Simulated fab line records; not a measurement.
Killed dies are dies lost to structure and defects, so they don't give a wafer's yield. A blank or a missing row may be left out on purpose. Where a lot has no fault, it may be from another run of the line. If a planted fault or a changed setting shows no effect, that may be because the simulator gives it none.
fab line records + flow n5-finfet
record:
- lots: 11
- wafers: 32
- last-day: 18
route steps=1938 shown BEOL_M12@1641 PASSIVATION@1936
lots with no fault: from the same line, run without faults
start-h: hours from the record's opening day to when the first of the lot's shown wafers began + wait-h: hours from the lot's prior step to this one + " same as the row above + L1.1+2: a row that stands for several wafers + - no value, or no start was given + * or withheld: withheld + < > ~ a bound
route shown NAME@n: a module of which the file shows steps, and the number in the route of the first + usual: mean/standard deviation taken from wafers without a fault + same: alike in all rows + chamber/n: place in a boat + sites: each site's reading + _std_site: standard deviation of those values + _edge_site: mean of outer sites minus mean of inner sites + radius-mm: how far each site lies from the wafer's centre + mask NAME#n: copy n + behind: the tool/chamber that last shaped the wafer + hold: what put the lot on hold/how long, in hours/how the hold closed + device: whichever transistor did not switch (one of n, p or np) + end of line: the route-end tests of the same wafers + a step with no rows: only its recipe + killed: count of dies lost to structure and defects at first sort (not the wafer's yield) + map: the dies of a wafer, with x for killed, . for not killed, _ for no die there
set.NAME: the setting as run; set.NAME@STEP: as run at that earlier step + model.NAME: the simulator's own value behind a step, which no gauge read
steps of the route over a sample of lots; a table a step, a row a wafer
services: from which hour (start-h, from the record's first day; less than 0 if before it) a tool's chamber was out of use, for how many hours, and why
== steps ==
step: N5_BEOL_M12_OCD_MEAS_35
usual:
- trench-depth-nm: 316/5
| lot.wafer | tool   | chamber | start-h | wait-h | trench-depth-nm |
|-----------|--------|---------|---------|--------|-----------------|
| L498.1    | ocd-01 | -       | 264.60  | 0.0    | 321             |
| L498.3    | "      | -       | "       | "      | 315             |
| L498.6    | "      | -       | "       | "      | 318             |
| L496.2    | ocd-02 | -       | 265.23  | 0.0    | 313             |
| L496.4    | "      | -       | "       | "      | 316             |
| L496.6    | "      | -       | "       | "      | 311             |
| L500.3    | ocd-02 | -       | 282.67  | 0.0    | 320             |
| L500.4    | "      | -       | "       | "      | 310             |
| L500.6    | "      | -       | "       | "      | 314             |
| L499.3    | ocd-01 | -       | 282.78  | 0.0    | 315             |
| L499.4    | "      | -       | "       | "      | 320             |
| L499.5    | "      | -       | "       | "      | 317             |
| L495.1    | ocd-02 | -       | 288.25  | 0.0    | 318             |
| L495.5    | "      | -       | "       | "      | 315             |
| L495.6    | "      | -       | "       | "      | 307             |
| L505.1    | ocd-02 | -       | 304.53  | 0.0    | 309             |
| L505.2    | "      | -       | "       | "      | 315             |
| L505.6    | "      | -       | "       | "      | 314             |
| L506.2    | ocd-01 | -       | 307.41  | 0.0    | 323             |
| L506.3    | "      | -       | "       | "      | 323             |
| L506.6    | "      | -       | "       | "      | 326             |
| L507.1    | ocd-01 | -       | 325.61  | 0.0    | 311             |
| L507.3    | "      | -       | "       | "      | 325             |
| L507.6    | "      | -       | "       | "      | 326             |
| L509.2    | ocd-01 | -       | 344.05  | 0.0    | 319             |
| L509.3    | "      | -       | "       | "      | 309             |
| L509.5    | "      | -       | "       | "      | 310             |
| L515.1    | ocd-01 | -       | 389.47  | 0.0    | 311             |
| L515.5    | "      | -       | "       | "      | 313             |
| L517.2    | ocd-01 | -       | 395.90  | 0.0    | 307             |
| L517.3    | "      | -       | "       | "      | 309             |
| L517.4    | "      | -       | "       | "      | 308             |
step: N5_BEOL_M12_PRE_CLEAN_42
recipe:
- gas: H2/He
- time-s: 30
- temp-c: 250
usual:
- heater-power-w: 317/22
| lot.wafer | tool           | chamber | start-h | wait-h | heater-power-w |
|-----------|----------------|---------|---------|--------|----------------|
| L498.1    | pvd-sputter-03 | -       | 266.65  | 0.0    | 279            |
| L498.3    | "              | -       | "       | "      | 312            |
| L498.6    | "              | -       | "       | "      | 324            |
| L496.2    | pvd-sputter-01 | -       | 267.05  | 0.0    | 319            |
| L496.4    | "              | -       | "       | "      | 313            |
| L496.6    | "              | -       | "       | "      | 333            |
| L500.3    | pvd-sputter-01 | -       | 285.12  | 0.0    | 324            |
| L500.4    | "              | -       | "       | "      | 317            |
| L500.6    | "              | -       | "       | "      | 314            |
| L499.3    | pvd-sputter-01 | -       | 286.14  | 0.0    | 334            |
| L499.4    | "              | -       | "       | "      | 318            |
| L499.5    | "              | -       | "       | "      | 311            |
| L495.1    | pvd-sputter-03 | -       | 296.78  | 0.0    | 281            |
| L495.5    | "              | -       | "       | "      | 332            |
| L495.6    | "              | -       | "       | "      | 284            |
| L505.1    | pvd-sputter-01 | -       | 306.94  | 0.0    | 317            |
| L505.2    | "              | -       | "       | "      | 332            |
| L505.6    | "              | -       | "       | "      | 323            |
| L506.2    | pvd-sputter-02 | -       | 307.87  | 0.0    | 296            |
| L506.3    | "              | -       | "       | "      | 296            |
| L506.6    | "              | -       | "       | "      | 289            |
| L507.1    | pvd-sputter-03 | -       | 326.60  | 0.0    | 321            |
| L507.3    | "              | -       | "       | "      | 276            |
| L507.6    | "              | -       | "       | "      | 313            |
| L509.2    | pvd-sputter-03 | -       | 346.33  | 0.0    | 287            |
| L509.3    | "              | -       | "       | "      | 312            |
| L509.5    | "              | -       | "       | "      | 318            |
| L515.1    | pvd-sputter-03 | -       | 392.14  | 0.0    | 320            |
| L515.5    | "              | -       | "       | "      | 282            |
| L517.2    | pvd-sputter-02 | -       | 396.79  | 0.0    | 364            |
| L517.3    | "              | -       | "       | "      | 290            |
| L517.4    | "              | -       | "       | "      | 294            |
step: N5_BEOL_M12_SPUTTER_43
recipe:
- material: TaN
- target-thk-a: 150
- temp-c: 50
- bias-v: 168.6
- power-w: 15000
- chamber-pressure-pa: 0.12
- time-s: 24.19
usual:
- throttle-valve-pct: 30.0/0.99
| lot.wafer | tool           | chamber | start-h | wait-h | throttle-valve-pct |
|-----------|----------------|---------|---------|--------|--------------------|
| L498.1    | pvd-sputter-03 | -       | 266.69  | 0.0    | 30.3               |
| L498.3    | "              | -       | "       | "      | 29.8               |
| L498.6    | "              | -       | "       | "      | 28.9               |
| L496.2    | pvd-sputter-01 | -       | 267.09  | 0.0    | 29.5               |
| L496.4    | "              | -       | "       | "      | 30.7               |
| L496.6    | "              | -       | "       | "      | 30.7               |
| L500.3    | pvd-sputter-01 | -       | 285.16  | 0.0    | 31.7               |
| L500.4    | "              | -       | "       | "      | 29.5               |
| L500.6    | "              | -       | "       | "      | 31.8               |
| L499.3    | pvd-sputter-01 | -       | 286.18  | 0.0    | 31.0               |
| L499.4    | "              | -       | "       | "      | 29.2               |
| L499.5    | "              | -       | "       | "      | 30.7               |
| L495.1    | pvd-sputter-03 | -       | 296.82  | 0.0    | 30.7               |
| L495.5    | "              | -       | "       | "      | 28.8               |
| L495.6    | "              | -       | "       | "      | 30.3               |
| L505.1    | pvd-sputter-01 | -       | 306.98  | 0.0    | 29.4               |
| L505.2    | "              | -       | "       | "      | 30.6               |
| L505.6    | "              | -       | "       | "      | 31.8               |
| L506.2    | pvd-sputter-02 | -       | 307.91  | 0.0    | 29.1               |
| L506.3    | "              | -       | "       | "      | 29.7               |
| L506.6    | "              | -       | "       | "      | 29.0               |
| L507.1    | pvd-sputter-03 | -       | 326.64  | 0.0    | 28.9               |
| L507.3    | "              | -       | "       | "      | 30.2               |
| L507.6    | "              | -       | "       | "      | 29.7               |
| L509.2    | pvd-sputter-03 | -       | 346.37  | 0.0    | 30.6               |
| L509.3    | "              | -       | "       | "      | 28.8               |
| L509.5    | "              | -       | "       | "      | 29.8               |
| L515.1    | pvd-sputter-03 | -       | 392.18  | 0.0    | 29.9               |
| L515.5    | "              | -       | "       | "      | 30.4               |
| L517.2    | pvd-sputter-02 | -       | 396.83  | 0.0    | 28.1               |
| L517.3    | "              | -       | "       | "      | 29.9               |
| L517.4    | "              | -       | "       | "      | 29.1               |
step: N5_BEOL_M12_CMP_49
recipe:
- stop-on: SiOC
- t-overpolish-s: 20.6
- down-force-psi: 1
- platen-rpm: 50
- clearing-platen-down-force-psi: 1.5
- clearing-platen-rpm: 50
- post-cmp-clean: cu-alkaline
- target-thk-nm: 320
- clearing-platen-pad-velocity-m-s: 0.99484
- pad-velocity-m-s: 0.99484
usual:
- barrier-field-endpoint-s: 30.4/0.88
- motor-current-A: 6.0/0.45
- slurry-flow-ml-min: 149.9/0.46
| lot.wafer | tool   | chamber | start-h | wait-h | barrier-field-endpoint-s | motor-current-A | slurry-flow-ml-min |
|-----------|--------|---------|---------|--------|--------------------------|-----------------|--------------------|
| L498.1    | cmp-03 | 1       | 267.44  | 0.3    | 30.1                     | 6.1             | 149.9              |
| L498.3    | "      | 3       | "       | "      | 29.1                     | 5.7             | 149.8              |
| L498.6    | "      | 0       | "       | "      | 30.8                     | 5.8             | 150.3              |
| L496.4    | cmp-03 | 1       | 267.81  | 0.1    | 29.9                     | 6.3             | 150.2              |
| L496.2    | "      | 3       | "       | "      | 28.5                     | 5.4             | 150.1              |
| L496.6    | "      | 2       | "       | "      | 29.7                     | 6.1             | 149.5              |
| L500.3    | cmp-03 | 0       | 286.33  | 0.3    | 29.4                     | 5.6             | 148.7              |
| L500.4    | "      | 2       | "       | "      | 30.3                     | 6.2             | 149.7              |
| L500.6    | "      | 1       | "       | "      | 31.4                     | 6.0             | 149.7              |
| L499.3    | cmp-01 | 0       | 286.89  | 0.2    | 29.8                     | 6.5             | 149.2              |
| L499.4    | "      | 2       | "       | "      | 29.5                     | 5.2             | 150.4              |
| L499.5    | "      | 0       | "       | "      | 29.8                     | 6.4             | 148.8              |
| L495.1    | cmp-04 | 2       | 298.40  | 0.3    | 29.7                     | 6.8             | 150.2              |
| L495.6    | "      | 0       | "       | "      | 30.1                     | 6.6             | 150.4              |
| L495.5    | "      | 1       | "       | "      | 32.0                     | 6.1             | 150.5              |
| L505.2    | cmp-04 | 1       | 308.18  | 0.3    | 31.4                     | 6.2             | 150.6              |
| L505.1    | "      | 3       | "       | "      | 29.6                     | 5.6             | 150.3              |
| L505.6    | "      | 0       | "       | "      | 30.3                     | 6.7             | 149.9              |
| L506.3    | cmp-03 | 2       | 309.39  | 0.2    | 29.3                     | 6.0             | 150.4              |
| L506.2    | "      | 3       | "       | "      | 29.7                     | 5.8             | 150.1              |
| L506.6    | "      | 2       | "       | "      | 30.7                     | 6.6             | 149.6              |
| L507.1    | cmp-03 | 1       | 327.44  | 0.3    | 33.4                     | 6.1             | 150.1              |
| L507.3    | "      | 2       | "       | "      | 31.0                     | 5.8             | 150.2              |
| L507.6    | "      | 3       | "       | "      | 31.0                     | 5.8             | 149.5              |
| L509.2    | cmp-01 | 2       | 347.23  | 0.3    | 29.0                     | 5.5             | 149.5              |
| L509.3    | "      | 1       | "       | "      | 30.3                     | 5.8             | 149.5              |
| L509.5    | "      | 2       | "       | "      | 28.9                     | 5.4             | 150.3              |
| L515.1    | cmp-03 | 0       | 392.90  | 0.3    | 34.5                     | 5.8             | 150.3              |
| L515.5    | "      | 1       | "       | "      | 30.7                     | 6.4             | 150.1              |
| L517.4    | cmp-01 | 2       | 397.60  | 0.1    | 30.1                     | 5.6             | 150.6              |
| L517.3    | "      | 3       | "       | "      | 29.8                     | 7.0             | 150.2              |
| L517.2    | "      | 1       | "       | "      | 31.0                     | 5.6             | 150.0              |
step: N5_BEOL_M12_RS_MEAS_54
recipe:
- thk-meas-gauge: four-point-probe
- reads: Cu_of_BEOL_M12_ECD_47+Ta_of_BEOL_M12_SPUTTER_44+TaN_of_BEOL_M12_SPUTTER_43
usual:
- M12_RS: 0.0605/0.001
| lot.wafer | tool          | chamber | start-h | wait-h | M12_RS[ohm/sq] |
|-----------|---------------|---------|---------|--------|----------------|
| L498.1    | film-metro-02 | -       | 267.82  | 0.0    | 0.0597         |
| L498.3    | "             | -       | "       | "      | 0.0614         |
| L498.6    | "             | -       | "       | "      | 0.0603         |
| L496.2    | film-metro-02 | -       | 268.23  | 0.0    | 0.0614         |
| L496.4    | "             | -       | "       | "      | 0.0605         |
| L496.6    | "             | -       | "       | "      | 0.0619         |
| L500.3    | film-metro-01 | -       | 286.75  | 0.0    | 0.0598         |
| L500.4    | "             | -       | "       | "      | 0.0620         |
| L500.6    | "             | -       | "       | "      | 0.0609         |
| L499.3    | film-metro-02 | -       | 287.40  | 0.0    | 0.0608         |
| L499.4    | "             | -       | "       | "      | 0.0598         |
| L499.5    | "             | -       | "       | "      | 0.0601         |
| L495.1    | film-metro-02 | -       | 298.74  | 0.0    | 0.0601         |
| L495.5    | "             | -       | "       | "      | 0.0604         |
| L495.6    | "             | -       | "       | "      | 0.0622         |
| L505.1    | film-metro-02 | -       | 308.59  | 0.1    | 0.0622         |
| L505.2    | "             | -       | "       | "      | 0.0609         |
| L505.6    | "             | -       | "       | "      | 0.0611         |
| L506.2    | film-metro-01 | -       | 309.77  | 0.0    | 0.0591         |
| L506.3    | "             | -       | "       | "      | 0.0589         |
| L506.6    | "             | -       | "       | "      | 0.0585         |
| L507.1    | film-metro-02 | -       | 327.81  | 0.1    | 0.0611         |
| L507.3    | "             | -       | "       | "      | 0.0587         |
| L507.6    | "             | -       | "       | "      | 0.0587         |
| L509.2    | film-metro-01 | -       | 347.65  | 0.0    | 0.0598         |
| L509.3    | "             | -       | "       | "      | 0.0620         |
| L509.5    | "             | -       | "       | "      | 0.0620         |
| L515.1    | film-metro-02 | -       | 393.32  | 0.0    | 0.0619         |
| L515.5    | "             | -       | "       | "      | 0.0608         |
| L517.2    | film-metro-01 | -       | 398.02  | 0.0    | 0.0625         |
| L517.3    | "             | -       | "       | "      | 0.0622         |
| L517.4    | "             | -       | "       | "      | 0.0623         |
step: N5_PASSIVATION_PROBE_49
usual:
- defect-limited-yield: 91.7/1.5
- killed_at_M0_to_M3: 32/10
- killed_at_M4_up: 14/5.3
- killed-at-contacts: 13/5.7
- killed-at-front-end: 37/10
- killed-at-other: 3.3/2.5
- killed-dies: 98/18
- killed-on-rim: 13/3.6
- killed-open: 65/13
- killed-short: 31/7.5
- sort_bin_5_function: 4.9/0.91
- sort_bin_6_memory: 3.1/0.71
- sort_bin_8_speed: 0.00/0.017
- sort-n-pass: 1082/18
- sort-yield-pct: 91.7/1.5
same:
- gross-dies: 1180
- killed-at-back-side: 0
- sort_bin_4_leakage[%]: 0
| lot.wafer | tool      | chamber | start-h | wait-h | defect-limited-yield[%] | killed_at_M0_to_M3 | killed_at_M4_up | killed-at-contacts | killed-at-front-end | killed-at-other | killed-dies | killed-on-rim | killed-open | killed-short | sort_bin_5_function[%] | sort_bin_6_memory[%] | sort_bin_8_speed[%] | sort-n-pass | sort-yield-pct[%] |
|-----------|-----------|---------|---------|--------|-------------------------|--------------------|-----------------|--------------------|---------------------|-----------------|-------------|---------------|-------------|--------------|------------------------|----------------------|---------------------|-------------|-------------------|
| L496.2    | prober-02 | -       | 301.95  | 0.1    | 94.3                    | 15                 | 19              | 6                  | 25                  | 2               | 67          | 7             | 44          | 22           | 3.2                    | 2.4                  | 0                   | 1113        | 94.3              |
| L496.4    | prober-02 | -       | 302.05  | 0.2    | 92.2                    | 17                 | 14              | 4                  | 46                  | 11              | 92          | 12            | 68          | 23           | 4.7                    | 3.0                  | 0                   | 1088        | 92.2              |
| L496.6    | prober-02 | -       | 302.15  | 0.3    | 92.5                    | 21                 | 14              | 12                 | 38                  | 4               | 89          | 13            | 59          | 30           | 4.5                    | 2.9                  | 0                   | 1091        | 92.5              |
| L507.3    | prober-02 | -       | 360.58  | 0.1    | 90.4                    | 38                 | 15              | 14                 | 45                  | 1               | 113         | 13            | 76          | 32           | 5.8                    | 3.4                  | 0                   | 1067        | 90.4              |
killed by level:class
L496.2 BEOL_M5:geometric-particle:open=9 STI_FIN_REVEAL:geometric-particle:open=8 GATE_CUT:geometric-particle:short=6 BEOL_M0_SAQP:geometric-particle:short=6 GATE_CUT:geometric-particle:open=5 MOL_CONTACT_COAG:geometric-particle:open=4 BEOL_M3:geometric-particle:open=4 DUMMY_GATE:geometric-particle:open=3
L496.4 STI_FIN_REVEAL:geometric-particle:open=20 DUMMY_GATE:geometric-particle:open=5 BEOL_M4:geometric-particle:open=5 MIM_TOP:geometric-particle:open=4 MOL_CONTACT_COAG:geometric-particle:open=4 BEOL_M0_SAQP:geometric-particle:short=4 BEOL_M3:geometric-particle:open=4 MIM_TOP:geometric-particle:short=4
L496.6 MOL_CONTACT_COAG:geometric-particle:open=12 GATE_CUT:geometric-particle:short=9 BEOL_M0_SAQP:geometric-particle:short=8 STI_FIN_REVEAL:geometric-particle:open=6 BEOL_M4:geometric-particle:open=6 STARTING-WAFER:geometric-particle:open=6 FIN_SAQP:geometric-particle:short=5 FIN_SAQP:geometric-particle:open=4
L507.3 BEOL_M1:geometric-particle:open=14 FIN_SAQP:geometric-particle:open=12 MOL_CONTACT_COAG:geometric-particle:open=12 BEOL_M0_SAQP:geometric-particle:short=7 BEOL_M4:geometric-particle:open=7 DUMMY_GATE:geometric-particle:open=6 BEOL_M0_SAQP:geometric-particle:open=5 BEOL_M1:geometric-particle:short=5
== services ==
| tool           | chamber | start-h | hours | kind                           |
|----------------|---------|---------|-------|--------------------------------|
| cmp-01         | -       | 256.89  | 4.0   | pm                             |
| cmp-01         | -       | 260.89  | -     | consumable-replace:conditioner |
| cmp-01         | -       | 260.89  | -     | consumable-replace:pad         |
| cmp-01         | -       | 264.15  | 4.2   | pm                             |
| cmp-04         | -       | 276.61  | 1.3   | repair                         |
| cmp-03         | -       | 305.07  | 4.0   | pm                             |
| cmp-03         | -       | 309.07  | -     | consumable-replace:conditioner |
| cmp-03         | -       | 309.07  | -     | consumable-replace:pad         |
| cmp-03         | -       | 329.00  | 0.5   | repair                         |
| cmp-04         | -       | 343.77  | 13.2  | pm                             |
| pvd-sputter-03 | -       | 350.34  | 3.1   | repair                         |
| cmp-04         | -       | 359.60  | 0.8   | repair                         |
| cmp-01         | -       | 364.87  | 1.2   | repair                         |
| cmp-03         | -       | 370.78  | 6.8   | pm                             |
| cmp-01         | -       | 375.96  | 6.8   | repair                         |
== key ==
first-sign:
- step: N5_BEOL_M12_CMP_49
- reading: barrier-field-endpoint-s
- direction: up
- sigmas: 4.7
- usual: 30.4
- struck: 34.5
effect none on later readings
met-at N5_BEOL_M12_SPUTTER_43
struck-lots L515
struck-wafers L515.1
not-acting-at N5_BEOL_M12_OCD_MEAS_35,N5_BEOL_M12_PRE_CLEAN_42,N5_BEOL_M12_RS_MEAS_54
onset-between 346.37 392.18
fault:
- kind: process-parameter-drift
- tool: pvd-sputter-03
- chamber: -
- onset-h: 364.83
- steps: N5_BEOL_M12_SPUTTER_43
- channel: time-s
- offset: *
- shape: step
- acts-in: *
- stated: *
- scope: struck-wafers-only
